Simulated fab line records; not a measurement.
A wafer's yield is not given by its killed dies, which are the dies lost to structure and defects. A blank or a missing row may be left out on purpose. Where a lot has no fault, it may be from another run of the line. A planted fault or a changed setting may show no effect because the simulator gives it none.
Problem report in the 8D (eight disciplines) form, filled by code ; flow n5-finfet ; the parts of the form that need people (team, actions taken, sign-off) are left out

## 1. PROBLEM STATEMENT
raw-defect-count at N5_SDB_INSPECT_36 reads a mean of 1404 on 2 wafers of 1 lot; wafers without a fault read 35 with a standard deviation of 14. Relative to the usual mean, that is a shift of +98 standard deviations.
The step: inspects for defects (darkfield).
Earliest sighting: wafer L508.3 on defect-inspect-02 at day 7 05:01. At this step, 30 wafers from 10 lots have a number in the record. The rule behind "out" and "out of limits": a value lying over 4 standard deviations away from the usual mean. The other wafers with a number count as sound.

## 2. WHAT IT IS; WHAT IT IS NOT
question;is;is not
which readings at this step;raw-defect-count;-
which lots;L508;L495, L496, L497, L500, L505, L513, L515, L516, L518
which wafers of those lots;L508.3, L508.5;L508.2
read on which gauges;defect-inspect-02;defect-inspect-01
when;from day 7 05:01;"up to then (16 sound wafers); but 12 sound wafers of L513, L515, L516, L518 came after"

## 3. THE SUSPECTS, EACH WITH WHAT RULES IT OUT
Counting: if a tool at a process step up to the reading ran every lot that is out, it stays a suspect. Sound lots after the first of them don't rule it out here, since some wafers of a struck lot are sound.
- the gauge at N5_SDB_INSPECT_36: ruled out. All the wafers that are out were read on defect-inspect-02, but those of them that N5_PASSIVATION_PROBE_49 has rows for are out there too, on other tools.
- cmp-01 at N5_SDB_CMP_30 (polishes, stops on poly-Si, t overpolish 1.54 s, target thk 30 nm): kept. It processed L508, the lot that is out, at day 7 04:41, and its most recent sound lot before then was L500 at day 5 05:59.
- Within cmp-01 at N5_SDB_CMP_30, the wafers that are out were processed in chamber 0 and their sound lot-mates in chamber 1.
Remaining after the count: cmp-01 at N5_SDB_CMP_30.

## 4. THE CAUSE (what the simulator had put in)
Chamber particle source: cmp-01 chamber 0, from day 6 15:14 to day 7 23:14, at N5_SDB_CMP_30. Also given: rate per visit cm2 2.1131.
Counting left only this tool.

## 5. THE CHAIN OF EFFECTS, in route order
One row per reading whose mean, taken over the struck wafers that have a number, lies over 3 standard deviations from the usual. Scope: only readings with a usual standard deviation given in the record; hours: median across lots of the time from each lot's start at the first step in this table that gives one to its start at this step; sigmas: change in usual standard deviations.
hours;step;reading;usual;on struck wafers;change;sigmas
0;N5_SDB_INSPECT_36;raw-defect-count;35;1404;+1369;+98
248;N5_PASSIVATION_PROBE_49;defect-limited-yield;91.2 %;28.5;-62.7;-48
248;N5_PASSIVATION_PROBE_49;killed-at-front-end;39;797;+758;+63
248;N5_PASSIVATION_PROBE_49;killed-dies;104;844;+740;+49
248;N5_PASSIVATION_PROBE_49;killed-on-rim;14;106;+92;+25
248;N5_PASSIVATION_PROBE_49;sort_bin_5_function;5.2 %;45.4;+40.2;+46
248;N5_PASSIVATION_PROBE_49;sort_bin_6_memory;3.3 %;19.9;+16.6;+26
248;N5_PASSIVATION_PROBE_49;sort-n-pass;1076;336;-740;-49
248;N5_PASSIVATION_PROBE_49;sort-yield-pct;91.2 %;28.5;-62.7;-48
Process steps it contains:
- N5_PASSIVATION_PROBE_49
At these later measuring or inspecting steps, every struck wafer for which the step has a row has a number for every such reading, and none has moved that far: N5_BEOL_M4_RC_MEAS_101.

## 6. WHAT WOULD HAVE CAUGHT IT SOONER
The first out-of-limits reading at a measuring or inspecting step in this record came at day 7 05:01, 14 hours after the fault's start at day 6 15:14.
An alarm limit of 4 standard deviations would not have fired on the tool readings at N5_SDB_CMP_30 for which the record gives a usual standard deviation, since none of them was out on any struck wafer.
By day 7 05:01, every lot that is out (1) had started N5_SDB_CMP_30 on cmp-01. Tool hold at that time: it would have spared none of them.
